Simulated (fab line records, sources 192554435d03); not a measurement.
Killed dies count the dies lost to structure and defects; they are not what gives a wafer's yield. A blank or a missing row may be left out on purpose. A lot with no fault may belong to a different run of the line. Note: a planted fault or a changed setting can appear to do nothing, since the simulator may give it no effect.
Which of the tools did it? :: flow n5_finfet :: 10 lots, 24 wafers sampled, at 5 steps of a route of 1938

## WHAT THE GAUGES READ, wafer by wafer
N5_BEOL_M14_THK_MEAS_50: measures by xrf.
lot: L415
measured: day 11 19:37
on: film_metro-01
M14_THK (nm): 545 534 534

lot: L420
measured: day 13 02:40
on: film_metro-02
M14_THK (nm): 538 542 534

lot: L419
measured: day 13 21:26
on: film_metro-01
M14_THK (nm): 533 531

lot: L423
measured: day 14 10:09
on: film_metro-01
M14_THK (nm): 547 1016

lot: L424
measured: day 14 09:19
on: film_metro-01
M14_THK (nm): 533 542

lot: L426
measured: day 14 19:09
on: film_metro-01
M14_THK (nm): 987 998

lot: L428
measured: day 15 06:35
on: film_metro-02
M14_THK (nm): 981 543

lot: L434
measured: day 16 13:40
on: film_metro-01
M14_THK (nm): 543 542 536

lot: L435
measured: day 17 02:34
on: film_metro-02
M14_THK (nm): 549 530 549

lot: L436
measured: day 18 03:08
on: film_metro-01
M14_THK (nm): 544 537

## EACH LOT AND THE TOOL THAT RAN IT (in order: tool; ch and the chambers of the sampled wafers; start)
lot: L415
N5_BEOL_M14_ETCH_67: rie_diel-03 ch 0,3, day 11 16:25
N5_BEOL_M14_DEGAS_41: pvd_sputter-02, day 11 18:17
N5_BEOL_M14_ANNEAL_48: rtp_anneal-02 ch 0, day 11 19:04
N5_BEOL_M14_CMP_49: cmp-03 ch 0,1, day 11 19:19

lot: L420
N5_BEOL_M14_ETCH_67: rie_diel-02 ch 1,3, day 13 00:26
N5_BEOL_M14_DEGAS_41: pvd_sputter-01, day 13 01:26
N5_BEOL_M14_ANNEAL_48: rtp_anneal-02 ch 0, day 13 02:10
N5_BEOL_M14_CMP_49: cmp-04 ch 0,3, day 13 02:25

lot: L419
N5_BEOL_M14_ETCH_67: rie_diel-03 ch 2,3, day 13 17:13
N5_BEOL_M14_DEGAS_41: pvd_sputter-01, day 13 20:19
N5_BEOL_M14_ANNEAL_48: rtp_anneal-01 ch 0, day 13 21:01
N5_BEOL_M14_CMP_49: cmp-03 ch 1,2, day 13 21:17

lot: L423
N5_BEOL_M14_ETCH_67: rie_diel-02 ch 0,2, day 14 06:58
N5_BEOL_M14_DEGAS_41: pvd_sputter-02, day 14 09:01
N5_BEOL_M14_ANNEAL_48: rtp_anneal-01 ch 0, day 14 09:41
N5_BEOL_M14_CMP_49: cmp-03 ch 1,2, day 14 09:58

lot: L424
N5_BEOL_M14_ETCH_67: rie_diel-03 ch 0,2, day 14 05:55
N5_BEOL_M14_DEGAS_41: pvd_sputter-02, day 14 08:10
N5_BEOL_M14_ANNEAL_48: rtp_anneal-01 ch 0, day 14 08:51
N5_BEOL_M14_CMP_49: cmp-03 ch 3, day 14 09:03

lot: L426
N5_BEOL_M14_ETCH_67: rie_diel-03 ch 0,2, day 14 13:32
N5_BEOL_M14_DEGAS_41: pvd_sputter-02, day 14 17:55
N5_BEOL_M14_ANNEAL_48: rtp_anneal-01 ch 0, day 14 18:34
N5_BEOL_M14_CMP_49: cmp-03 ch 0,2, day 14 18:58

lot: L428
N5_BEOL_M14_ETCH_67: rie_diel-02 ch 1,3, day 15 01:52
N5_BEOL_M14_DEGAS_41: pvd_sputter-01, day 15 05:27
N5_BEOL_M14_ANNEAL_48: rtp_anneal-02 ch 0, day 15 06:00
N5_BEOL_M14_CMP_49: cmp-03 ch 0,1, day 15 06:17

lot: L434
N5_BEOL_M14_ETCH_67: rie_diel-02 ch 1,2, day 16 09:50
N5_BEOL_M14_DEGAS_41: pvd_sputter-01, day 16 12:31
N5_BEOL_M14_ANNEAL_48: rtp_anneal-02 ch 0, day 16 13:07
N5_BEOL_M14_CMP_49: cmp-04 ch 1,2, day 16 13:22

lot: L435
N5_BEOL_M14_ETCH_67: rie_diel-03 ch 0,2, day 17 00:10
N5_BEOL_M14_DEGAS_41: pvd_sputter-03, day 17 01:17
N5_BEOL_M14_ANNEAL_48: rtp_anneal-02 ch 0, day 17 01:58
N5_BEOL_M14_CMP_49: cmp-02 ch 0,1, day 17 02:18

lot: L436
N5_BEOL_M14_ETCH_67: rie_diel-02 ch 0,3, day 17 19:43
N5_BEOL_M14_DEGAS_41: pvd_sputter-01, day 18 01:49
N5_BEOL_M14_ANNEAL_48: rtp_anneal-02 ch 0, day 18 02:22
N5_BEOL_M14_CMP_49: cmp-04 ch 1,3, day 18 02:50
- N5_BEOL_M14_ETCH_67: etches SiARC in CF4, target depth 143 nm, time 238.3 s.
- N5_BEOL_M14_DEGAS_41: time 60 s.
- N5_BEOL_M14_ANNEAL_48: time 90 s.
- N5_BEOL_M14_CMP_49: polishes, stops on SiO2, t overpolish 5.2 s, target thk 560 nm.

## THE ANSWER, worked out from the rows above alone
Rule: what is usual is taken from the lots themselves. Put in order of their means at a reading, lots are off if they are a third of the lots or fewer, leave a main group of 4 or more, and stand apart from it by a gap of 3 or more times the standard deviation of the main group's means; of several such gaps the widest counts. The tables above print the reading to a certain number of digits; a main group whose means all agree to those digits is not used. A lot without any number at a reading at which 4 lots or more have one is off too. Where the step has rows for the other lots, those lots are counted as sound.
Off: L423, L426, L428, seen at N5_BEOL_M14_THK_MEAS_50 (M14_THK). Main group: mean 538 nm, sd 3.1.
If a tool, at a process step before that reading, ran all the lots that are off and no sound lot after the first of them, it fits. Gauges at N5_BEOL_M14_THK_MEAS_50: tried the same way as those tools. One fits: cmp-03 at N5_BEOL_M14_CMP_49. A fault onset in the window from L424 (day 14 09:03, its last sound lot) to L423 (day 14 09:58, its first lot off) fits.

## WHAT THE SIMULATOR PUT IN
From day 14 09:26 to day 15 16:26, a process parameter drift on cmp-03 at N5_BEOL_M14_CMP_49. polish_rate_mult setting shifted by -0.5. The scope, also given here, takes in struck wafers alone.
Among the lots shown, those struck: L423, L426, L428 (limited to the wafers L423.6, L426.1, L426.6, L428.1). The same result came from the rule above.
